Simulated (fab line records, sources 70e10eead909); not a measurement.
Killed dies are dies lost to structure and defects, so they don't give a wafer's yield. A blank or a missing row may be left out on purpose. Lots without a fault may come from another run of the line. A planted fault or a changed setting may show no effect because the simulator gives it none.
Which tool did it? | flow nand_harc | 6 lots, 16 wafers sampled, at 1 step of a route of 1302

WHAT THE GAUGES READ, wafer by wafer
NHARC_A_M1_INSPECT_27.
lot  | measured     | on                | raw_defect_count
L205 | day 24 12:44 | defect_inspect-02 | 352 364 468
L209 | day 25 19:05 | defect_inspect-02 | 863 718 606
L212 | day 27 06:52 | defect_inspect-02 | 589
L218 | day 30 15:45 | defect_inspect-02 | 607 634 700
L221 | day 31 10:00 | defect_inspect-02 | 540 644 513
L223 | day 32 11:29 | defect_inspect-01 | 541 540 495

WHICH TOOL RAN EACH LOT (tool, then ch and the chambers of the sampled wafers, then the start)
The record holds no process step before these readings.

THE ANSWER, worked out from the rows above alone
Rule: what is usual is taken from the lots themselves. Put in order of their means at a reading, lots are off if they are a third of the lots or fewer, leave a main group of 4 or more, and stand apart from it by a gap of 3 or more times the standard deviation of the main group's means; of several such gaps the widest counts. A main group whose means are all the same, to the digits that the tables above print for the reading, isn't used. A lot without any number at a reading at which 4 lots or more have one is off too. The other lots that the step has rows for count as sound.
No lot is off at any reading shown: from this, nothing can be told.

WHAT THE SIMULATOR HAD PUT IN
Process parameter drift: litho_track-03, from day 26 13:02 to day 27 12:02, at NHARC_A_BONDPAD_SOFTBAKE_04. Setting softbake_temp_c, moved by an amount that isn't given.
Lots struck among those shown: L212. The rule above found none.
